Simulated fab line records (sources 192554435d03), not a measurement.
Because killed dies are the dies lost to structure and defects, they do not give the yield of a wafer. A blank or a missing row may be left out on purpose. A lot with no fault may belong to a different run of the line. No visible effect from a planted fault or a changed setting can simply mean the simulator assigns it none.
3 desks, one fault + flow n5 finfet + each desk has only its own numbers; what lay behind them comes last

== AT THE TOOL OWNER'S DESK: pvd sputter-03 ==
The tool's own readings at N5_PASSIVATION_AL_DEP_21 (deposits Al, target thk 2800 nm, time 170 s): means of the sampled wafers that have a number, for each lot that ran on this tool. If a lot's mean is further than 4 standard deviations from the usual mean, the lot is out of limits and carries the mark OUT (the distance appears in the brackets).
Columns: A = cathode dc power W at N5_PASSIVATION_AL_DEP_21, usual 30000 W; B = chamber pressure pa at N5_PASSIVATION_AL_DEP_21, usual 0.4001 Pa; C = throttle valve pct at N5_PASSIVATION_AL_DEP_21, usual 29.9 %
| lot  | first seen here | A     | B      | C    |
|------|-----------------|-------|--------|------|
| L677 | day 14 10:19    | 29999 | 0.4001 | 30.8 |
| L676 | day 15 00:09    | 30001 | 0.4002 | 30.4 |
| L679 | day 15 04:54    | 29997 | 0.4002 | 30.0 |
| L680 | day 15 05:37    | 30005 | 0.3997 | 30.0 |
| L681 | day 15 14:55    | 30004 | 0.4001 | 30.5 |
| L682 | day 15 15:16    | 30002 | 0.4002 | 30.6 |
Finding of this desk: none of the 6 lots has anything out of limits.

== THE DEFECT DESK ==
Inspection counts along the route, by lot: the mean over sampled wafers that carry a number. If a lot's mean is further than 4 standard deviations from the usual mean, the lot is out of limits and carries the mark OUT (the distance appears in the brackets).
Columns: A = raw defect count at N5_PASSIVATION_INSPECT_64, usual 2.2
| lot  | first seen here | A   |
|------|-----------------|-----|
| L677 | day 14 10:51    | 2.0 |
| L676 | day 15 00:48    | 1.7 |
| L679 | day 15 05:33    | 2.3 |
| L680 | day 15 06:17    | 2.7 |
| L681 | day 15 15:34    | 2.0 |
| L682 | day 15 15:55    | 2.0 |
| L692 | day 18 01:32    | 3.3 |
| L693 | day 18 01:53    | 2.3 |
| L691 | day 18 02:13    | 3.7 |
Finding of this desk: none of the 9 lots has anything out of limits.

== THE METROLOGY DESK ==
What the gauges read, lot by lot, whatever tool the lot ran on: means of the sampled wafers that have a number. If a lot's mean is further than 4 standard deviations from the usual mean, the lot is out of limits and carries the mark OUT (the distance appears in the brackets). 7 of its 11 readings are shown, namely those furthest out on some lot.
Columns: A = IOFF_N at N5_BEOL_M4_RC_MEAS_101, usual 0.145 nA/um; B = IOFF_P at N5_BEOL_M4_RC_MEAS_101, usual 0.20 nA/um; C = ION_P at N5_BEOL_M4_RC_MEAS_101, usual 462 uA/um; D = SS_N at N5_BEOL_M4_RC_MEAS_101, usual 71.3 mV/dec; E = SS_P at N5_BEOL_M4_RC_MEAS_101, usual 73.1 mV/dec; F = VT_N at N5_BEOL_M4_RC_MEAS_101, usual 251 mV; G = VT_P at N5_BEOL_M4_RC_MEAS_101, usual -251 mV
| lot  | first seen here | A     | B    | C   | D    | E    | F   | G    |
|------|-----------------|-------|------|-----|------|------|-----|------|
| L677 | day 10 06:46    | 0.140 | 0.19 | 468 | 70.7 | 72.4 | 250 | -249 |
| L676 | day 10 16:01    | 0.192 | 0.28 | 474 | 72.1 | 74.4 | 248 | -243 |
| L679 | day 11 00:26    | 0.130 | 0.20 | 462 | 71.1 | 72.5 | 253 | -249 |
| L680 | day 11 01:06    | 0.122 | 0.19 | 461 | 70.7 | 72.1 | 253 | -250 |
| L681 | day 11 10:58    | 0.116 | 0.18 | 456 | 70.4 | 72.6 | 256 | -250 |
| L682 | day 11 13:35    | 0.152 | 0.21 | 460 | 71.4 | 73.4 | 249 | -249 |
| L691 | day 13 16:16    | 0.152 | 0.19 | 459 | 71.4 | 73.1 | 249 | -253 |
| L692 | day 13 19:15    | 0.140 | 0.20 | 460 | 71.5 | 73.2 | 251 | -249 |
| L693 | day 13 23:03    | 0.143 | 0.19 | 458 | 70.9 | 72.9 | 250 | -251 |
Finding of this desk: none of the 9 lots has anything out of limits.

== TAKEN TOGETHER ==
The tool owner's desk saw nothing out of limits.
No out-of-limits result turned up at the defect desk.
From the metrology desk's view, nothing was out of limits.

== WHAT THE SIMULATOR PUT IN ==
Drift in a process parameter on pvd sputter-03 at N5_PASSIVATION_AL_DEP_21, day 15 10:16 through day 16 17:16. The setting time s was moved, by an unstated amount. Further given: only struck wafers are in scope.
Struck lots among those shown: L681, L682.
